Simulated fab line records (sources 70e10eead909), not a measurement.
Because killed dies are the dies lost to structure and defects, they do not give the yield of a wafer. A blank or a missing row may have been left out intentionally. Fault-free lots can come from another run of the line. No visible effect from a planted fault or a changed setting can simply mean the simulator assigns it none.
Chamber matching    flow nandHarc    NHARC_P_M2_DEP_33 on pecvd-04: 3 sister chambers
The step deposits SiCN, target thk 30 nm. 3 wafers are shown with their chamber, then 8 later ones without.

== WAFERS PAIRED WITH THEIR CHAMBERS ==
wafer   chamber  showerheadVppV (V)
L089.2  1        1291
L089.6  0        1299
L092.2  2        1397

== WAFERS MISSING THEIR CHAMBER ==
wafer   showerheadVppV (V)
L092.4  1298
L092.5  1269
L094.1  1293
L094.3  1402
L094.5  1308
L096.1  1286
L096.5  1283
L096.6  1389

== EACH ONE'S CHAMBER ==
wafer   from the rows above      in truth
L092.4  can't be placed: 0 or 1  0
L092.5  can't be placed: 1 or 0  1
L094.1  can't be placed: 1 or 0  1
L094.3  2                        2
L094.5  can't be placed: 0 or 1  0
L096.1  can't be placed: 1 or 0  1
L096.5  can't be placed: 1 or 0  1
L096.6  2                        2
Correctly placed: 2 of 8. Not placeable from these rows: 6 (in 6, the candidates include the true chamber). Placed wrongly: 0.
How it was worked out, from the rows above alone: a wafer's distance from a chamber is the root of the sum, over the readings, of the square of ((its reading less the chamber's mean) divided by the reading's scatter). If the next closest chamber is less than 2 further off than the closest, the wafer can't be placed; otherwise it belongs to the closest. The mean given for a chamber averages the wafers shown for that chamber. The scatter (one wafer shown for each chamber): square how far every hidden wafer sits from the nearest shown wafer, average those squares and take the square root.
